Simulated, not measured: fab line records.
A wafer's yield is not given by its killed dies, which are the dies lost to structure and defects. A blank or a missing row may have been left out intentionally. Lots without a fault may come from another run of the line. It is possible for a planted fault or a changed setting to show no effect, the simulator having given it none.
A single fault, viewed from 3 desks + flow n5-finfet + what lay behind the numbers comes last; until then each desk has only its own

== FOR THE TOOL OWNER'S DESK: rie-diel-03 ==
The tool's own readings at N5_BEOL_M1_ETCH_63 (etches SiARC in CF4, target depth 15.6 nm, time 26 s): means of the sampled wafers that have a number, for each lot that ran on this tool. The brackets show how far a lot's mean lies from the usual mean; more than 4 standard deviations puts the lot out of limits, marked OUT.
Columns: A = drypump-motor-current-A at N5_BEOL_M1_ETCH_63, usual 5.5 A; B = etch-rf-on-time-s at N5_BEOL_M1_ETCH_63, usual 25.9 s; C = oes-product-au at N5_BEOL_M1_ETCH_63, usual 0.67 a.u.; D = rf-vpp-V at N5_BEOL_M1_ETCH_63, usual 184.0 V; E = showerhead-plenum-p-Torr at N5_BEOL_M1_ETCH_63, usual 2.13 Torr; F = throttle-valve-pct at N5_BEOL_M1_ETCH_63, usual 15.55 %
| lot  | first seen here | A   | B    | C    | D     | E    | F     |
|------|-----------------|-----|------|------|-------|------|-------|
| L391 | day 7 08:59     | 5.5 | 26.4 | 0.62 | 182.8 | 2.08 | 15.72 |
| L399 | day 9 14:28     | 5.3 | 26.1 | 0.64 | 183.5 | 2.08 | 15.68 |
| L400 | day 9 14:41     | 5.4 | 26.2 | 0.62 | 183.8 | 2.13 | 15.91 |
Finding of this desk: none of the 3 lots has anything out of limits.

== THE DEFECT DESK ==
Lot by lot, what the route's inspections counted, given as the mean of those sampled wafers with a number. The brackets show how far a lot's mean lies from the usual mean; more than 4 standard deviations puts the lot out of limits, marked OUT.
Columns: A = raw-defect-count at N5_BEOL_M1_INSPECT_30, usual 408
| lot  | first seen here | A              |
|------|-----------------|----------------|
| L391 | day 7 09:57     | 429            |
| L399 | day 9 15:20     | 658            |
| L400 | day 9 15:36     | 820 (+4.3) OUT |
| L402 | day 10 00:29    | 355            |
This desk's verdict: out of limits on L400, starting with L400 at day 9 15:36 (raw-defect-count at N5_BEOL_M1_INSPECT_30). Within limits: L391, L399, L402.

== METROLOGY DESK ==
What the gauges read for every lot (on any tool): the sampled wafers with a number, averaged. The brackets show how far a lot's mean lies from the usual mean; more than 4 standard deviations puts the lot out of limits, marked OUT. Shown here are 7 of its 10 readings, the ones lying furthest out on some lot.
Columns: A = DIBL_N at N5_BEOL_M4_RC_MEAS_101, usual 35.9 mV/V; B = DIBL_P at N5_BEOL_M4_RC_MEAS_101, usual 35.9 mV/V; C = IOFF_N at N5_BEOL_M4_RC_MEAS_101, usual 0.152 nA/um; D = IOFF_P at N5_BEOL_M4_RC_MEAS_101, usual 0.204 nA/um; E = ION_P at N5_BEOL_M4_RC_MEAS_101, usual 462 uA/um; F = VT_N at N5_BEOL_M4_RC_MEAS_101, usual 250.3 mV; G = VT_P at N5_BEOL_M4_RC_MEAS_101, usual -250.6 mV
| lot  | first seen here | A    | B    | C     | D     | E   | F     | G      |
|------|-----------------|------|------|-------|-------|-----|-------|--------|
| L391 | day 9 16:26     | 35.4 | 35.3 | 0.136 | 0.194 | 464 | 250.6 | -251.8 |
| L400 | day 12 08:14    | 34.4 | 36.6 | 0.159 | 0.229 | 471 | 249.5 | -246.0 |
| L399 | day 12 11:02    | 35.9 | 33.3 | 0.135 | 0.215 | 469 | 252.6 | -245.4 |
| L402 | day 12 12:48    | 37.1 | 37.4 | 0.172 | 0.233 | 464 | 247.8 | -249.1 |
Finding of this desk: none of the 4 lots has anything out of limits.

== ALL TOGETHER ==
The defect desk could have raised an alarm at day 9 15:36, on L400.
The desk of the tool owner found nothing out of limits.
The metrology desk saw nothing out of limits.
The tool owner's desk has L400 on record, within its limits.
The metrology desk holds a record of L400, inside its limits.
N5_BEOL_M1_ETCH_63 was run on rie-diel-03 by each of the lots named.

== WHAT THE SIMULATOR PUT IN ==
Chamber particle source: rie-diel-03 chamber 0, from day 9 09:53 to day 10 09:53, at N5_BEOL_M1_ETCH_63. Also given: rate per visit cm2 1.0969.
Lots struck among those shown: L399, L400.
Hours from the fault's start to each desk's first reading out of limits: the defect desk, 6.
